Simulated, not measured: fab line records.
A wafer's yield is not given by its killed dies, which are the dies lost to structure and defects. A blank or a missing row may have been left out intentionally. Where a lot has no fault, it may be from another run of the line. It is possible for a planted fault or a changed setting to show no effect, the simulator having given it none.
2 desks looking at one fault || flow n5Finfet || only its own numbers are on each desk; what lay behind them is given at the end

## THE TOOL OWNER'S DESK: aldMetal-02
The tool's own readings at N5_HKMG_FIN_ALD_36 (deposits TiN, target thk 1 nm, pulse time 1 s, purge time 3 s): means of the sampled wafers that have a number, for each lot that ran on this tool. Any lot whose mean is over 4 standard deviations away from the usual mean is out of limits and marked OUT; that distance is given in the brackets.
Columns: A = heaterPowerOuterW at N5_HKMG_FIN_ALD_36, usual 556 W; B = heaterPowerW at N5_HKMG_FIN_ALD_36, usual 929 W; C = precursorPulseHeightRel at N5_HKMG_FIN_ALD_36, usual 1.000
{"lot": "L718", "first seen here": "day 5 19:09", "A": 541, "B": 926, "C": 0.986}
{"lot": "L723", "first seen here": "day 7 05:41", "A": 574, "B": 947, "C": 0.995}
{"lot": "L724", "first seen here": "day 7 10:01", "A": 577, "B": 969, "C": 1.023}
Finding of this desk: none of the 3 lots has anything out of limits.

## FROM THE METROLOGY DESK
What the gauges read, lot by lot, whatever tool the lot ran on: means of the sampled wafers that have a number. Any lot whose mean is over 4 standard deviations away from the usual mean is out of limits and marked OUT; that distance is given in the brackets. 7 of its 15 readings are shown, namely those furthest out on some lot.
Columns: A = IOFF_P_85C at N5_BEOL_M4_RC_MEAS_101, usual 3.6 nA/um; B = IOFF_P_LIN at N5_BEOL_M4_RC_MEAS_101, usual 0.098 nA/um; C = IOFF_P_LONG at N5_BEOL_M4_RC_MEAS_101, usual 0.000105 nA/um; D = ION_P at N5_BEOL_M4_RC_MEAS_101, usual 459 uA/um; E = VT_P at N5_BEOL_M4_RC_MEAS_101, usual -251 mV; F = VT_P_LONG at N5_BEOL_M4_RC_MEAS_101, usual -275.9 mV; G = VT_P_LVT at N5_BEOL_M4_RC_MEAS_101, usual -99.2 mV
{"lot": "L718", "first seen here": "day 9 17:49", "A": 4.0, "B": 0.106, "C": 0.000110, "D": 457, "E": -248, "F": -274.3, "G": -96.5}
{"lot": "L723", "first seen here": "day 11 00:01", "A": 3.1, "B": 0.082, "C": 0.000091, "D": 457, "E": -258, "F": -281.6, "G": -102.1}
{"lot": "L724", "first seen here": "day 11 16:47", "A": 2.5, "B": 0.069, "C": 0.000081, "D": 440, "E": -261, "F": -283.2, "G": -108.8}
{"lot": "L730", "first seen here": "day 12 10:19", "A": 3.5, "B": 0.096, "C": 0.000107, "D": 457, "E": -250, "F": -272.6, "G": -100.6}
Finding of this desk: none of the 4 lots has anything out of limits.

## TAKEN TOGETHER
The tool owner's desk saw nothing out of limits.
The metrology desk saw nothing out of limits.

## WHAT HAD BEEN PUT IN BY THE SIMULATOR
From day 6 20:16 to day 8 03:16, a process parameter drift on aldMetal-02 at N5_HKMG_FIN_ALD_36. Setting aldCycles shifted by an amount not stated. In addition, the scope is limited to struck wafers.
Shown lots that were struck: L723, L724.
